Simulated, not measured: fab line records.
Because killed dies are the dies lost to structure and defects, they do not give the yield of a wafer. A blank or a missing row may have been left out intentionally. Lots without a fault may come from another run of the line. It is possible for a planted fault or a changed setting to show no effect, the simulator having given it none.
One fault seen from 2 desks :: flow n5-finfet :: each desk has only its own numbers; what lay behind them comes last

## AT THE METROLOGY DESK
What the gauges read, lot by lot, whatever tool the lot ran on: means of the sampled wafers that have a number. The brackets show how far a lot's mean lies from the usual mean; more than 4 standard deviations puts the lot out of limits, marked OUT.
Columns: A = cd-nm at N5_PASSIVATION_CD_MEAS_44, usual 39999 nm
lot: L183
first seen here: day 12 02:56
A: 40002

lot: L185
first seen here: day 12 08:31
A: 39998

lot: L191
first seen here: day 14 20:13
A: 40001

lot: L193
first seen here: day 15 07:09
A: 40000

lot: L196
first seen here: day 15 15:16
A: 39996

lot: L197
first seen here: day 15 19:02
A: 39997

lot: L199
first seen here: day 16 18:46
A: 40002

lot: L198
first seen here: day 16 22:29
A: 39994

lot: L202
first seen here: day 17 16:48
A: 39999

lot: L203
first seen here: day 17 17:35
A: 40001

lot: L206
first seen here: day 17 22:52
A: 39998
This desk's finding: nothing out of limits on any of the 11 lots.

## AT THE TOOL OWNER'S DESK: rie-diel-04
The tool's own readings at N5_BEOL_M4_ETCH_77 (etches underlayer in N2/H2, target depth 6.5 nm, time 5.2 s): means of the sampled wafers that have a number, for each lot that ran on this tool. The brackets show how far a lot's mean lies from the usual mean; more than 4 standard deviations puts the lot out of limits, marked OUT.
Columns: A = drypump-motor-current-A at N5_BEOL_M4_ETCH_77, usual 5.7 A; B = etch-rf-on-time-s at N5_BEOL_M4_ETCH_77, usual 5.19 s; C = oes-product-au at N5_BEOL_M4_ETCH_77, usual 0.70 a.u.; D = rf-vpp-V at N5_BEOL_M4_ETCH_77, usual 522.7 V; E = showerhead-plenum-p-Torr at N5_BEOL_M4_ETCH_77, usual 2.50 Torr; F = throttle-valve-pct at N5_BEOL_M4_ETCH_77, usual 17.88 %
lot: L185
first seen here: day 7 23:54
A: 5.9
B: 5.09
C: 0.70
D: 522.3
E: 2.49
F: 17.89

lot: L191
first seen here: day 9 22:07
A: 5.8
B: 5.16
C: 0.67
D: 521.2
E: 2.47
F: 18.02

lot: L193
first seen here: day 10 09:47
A: 5.9
B: 5.14
C: 0.63
D: 522.0
E: 2.50
F: 17.98
This desk's finding: nothing out of limits on any of the 3 lots.

## ALL TOGETHER
Nothing out of limits was seen by the metrology desk.
Nothing out of limits was seen by the tool owner's desk.

## WHAT WAS PUT IN BY THE SIMULATOR
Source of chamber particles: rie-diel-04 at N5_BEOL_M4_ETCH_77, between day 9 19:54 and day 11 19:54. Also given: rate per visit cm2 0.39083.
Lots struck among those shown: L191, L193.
